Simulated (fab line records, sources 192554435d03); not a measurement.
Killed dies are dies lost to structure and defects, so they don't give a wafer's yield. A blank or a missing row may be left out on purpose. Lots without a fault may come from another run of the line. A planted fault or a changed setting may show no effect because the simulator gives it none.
A struck lot beside a sound one | flow n5_finfet | 15 steps out of a route of 1938
Sound: wafers L324.3, L324.4, L324.6. Struck: wafers L328.1, L328.2. (L328.4 of the same lot was not struck and is left out.) The cause comes at the end.
At each step with rows: each side's tool, then ch and its chambers, then its first start. Under that, the readings that differ: sound wafers | struck wafers | difference of the means | sigmas: that difference in standard deviations of wafers without a fault.
alike: readings whose means differ by less than 2 such deviations, and words and numbers that are the same on both sides. not compared: withheld readings, readings that some wafer has no value for, bounds like >300 that may hide the same value, and numbers for which the record gives no deviation and whose values overlap.
The two part at a step that has a row with sigmas, a row that says differs or no value, or rows on one side only. Numbers that don't overlap but have no deviation are shown without sigmas and don't part them. A reading that every wafer of one side lacks parts them only if that side has two wafers or more.

first, 2 steps without rows for these wafers: N5_HKMG_FIN_ALD_71 (deposits TiN, target thk 1 nm, pulse time 1 s, purge time 3 s); N5_HKMG_FIN_COAT_66 (time 60 s, resist thk 300 nm).
N5_HKMG_FIN_ETCH_67: etches SOC in N2/H2, stops on TiN, target depth 388.9 nm.
  sound on rie_diel-01 ch 0,1,2, day 6 15:16; struck on rie_diel-01 ch 0,2, day 7 09:21
  alike: drypump_motor_current_A, oes_product_au, rf_vpp_V, showerhead_plenum_p_Torr, throttle_valve_pct
  not compared: rf_hours_counter_h
N5_HKMG_FIN_STRIP_90: strips SOC in N2/H2, time 20 s.
  sound on rie_diel-01 ch 0,1,2, day 6 15:20; struck on rie_diel-01 ch 0,2, day 7 09:25
  alike: drypump_motor_current_A, oes_product_au, rf_vpp_V, showerhead_plenum_p_Torr, throttle_valve_pct
  not compared: rf_hours_counter_h
then, 2 steps without rows for these wafers: N5_HKMG_FIN_WET_ETCH_73 (etches the open film in SC1, time 42.3 s, target depth 1.3 nm, rinse time 30 s); N5_HKMG_FIN_ETCHBACK_68 (etches the open film in Cl2/Ar, stops on HfO2, target depth 0.5 nm).
N5_HKMG_FIN_STRIP_69: strips in N2/H2, time 360 s.
  sound on plasma_asher-02 ch 0,1, day 6 15:45; struck on plasma_asher-01 ch 0,1, day 7 09:43
  reading                     | sound          | struck    | difference                   | sigmas
  drypump_motor_current_A (A) | 5.30 5.28 5.29 | 5.48 5.50 | +0.20                        | +2
  rf_hours_counter_h (h)      | - - -          | 52 52     | no value on the sound wafers |
  alike: heater_power_w
N5_HKMG_FIN_ALD_21: deposits TiN, target thk 1.5 nm, pulse time 1 s, purge time 3 s.
  sound on ald_metal-01 ch 2,3, day 6 16:01; struck on ald_metal-04 ch 0,2, day 7 10:05
  alike: heater_power_w, precursor_pulse_height_rel
N5_HKMG_FIN_ALD_72: deposits W, target thk 2 nm, pulse time 1 s, purge time 2 s.
  sound on cvd_w-02 ch 0,1, day 6 16:24; struck on cvd_w-02 ch 0,1, day 7 10:27
  alike: heater_power_w, precursor_pulse_height_rel
then, 3 steps without rows for these wafers: N5_HKMG_FIN_W_FILL_22 (material W, target thk 60 nm, time 18.2 s); N5_HKMG_FIN_PRECLEAN_83 (cleans in DIW, time 57.5 s); N5_HKMG_FIN_SRD_84 (dry time 32 s).
N5_HKMG_FIN_CMP_23: polishes, stops on SiNx, t overpolish 10 s, target thk 46.326 nm.
  sound on cmp-02 ch 2,3, day 6 16:33; struck on cmp-02 ch 0,2, day 7 10:37
  reading                | sound              | struck      | difference | sigmas
  overpolish_run_s (s)   | 9.996 10.010 9.997 | 5.223 5.269 | -4.755     | -99 or more
  time_to_endpoint_s (s) | 13.2 12.7 16.5     | 23.6 23.4   | +9.4       | +6
  alike: motor_current_A
then, 1 step without rows for these wafers: N5_HKMG_FIN_CMP_94 (polishes, stops on SiNx, t overpolish 4.7 s, target thk 43.299 nm).
-- the record jumps here: 4 days lie between the struck wafers' starts before and after (it left off in module HKMG_FIN and takes up again in module BEOL_M4, whose first step shown is number 1111 of the route) --
N5_BEOL_M4_RC_MEAS_101:
  sound on prober-01 ch 0, day 10 16:35; struck on prober-01 ch 0, day 11 11:56
  alike: DIBL_N, DIBL_P, IOFF_N, IOFF_P, ION_N, ION_P, SS_N, SS_P, VT_N, VT_P

WHERE THEY PART
First at N5_HKMG_FIN_STRIP_69; last, within this record, at N5_HKMG_FIN_CMP_23. Later steps at which nothing parts them and some readings are alike: N5_BEOL_M4_RC_MEAS_101.

WHY: what the simulator had put in
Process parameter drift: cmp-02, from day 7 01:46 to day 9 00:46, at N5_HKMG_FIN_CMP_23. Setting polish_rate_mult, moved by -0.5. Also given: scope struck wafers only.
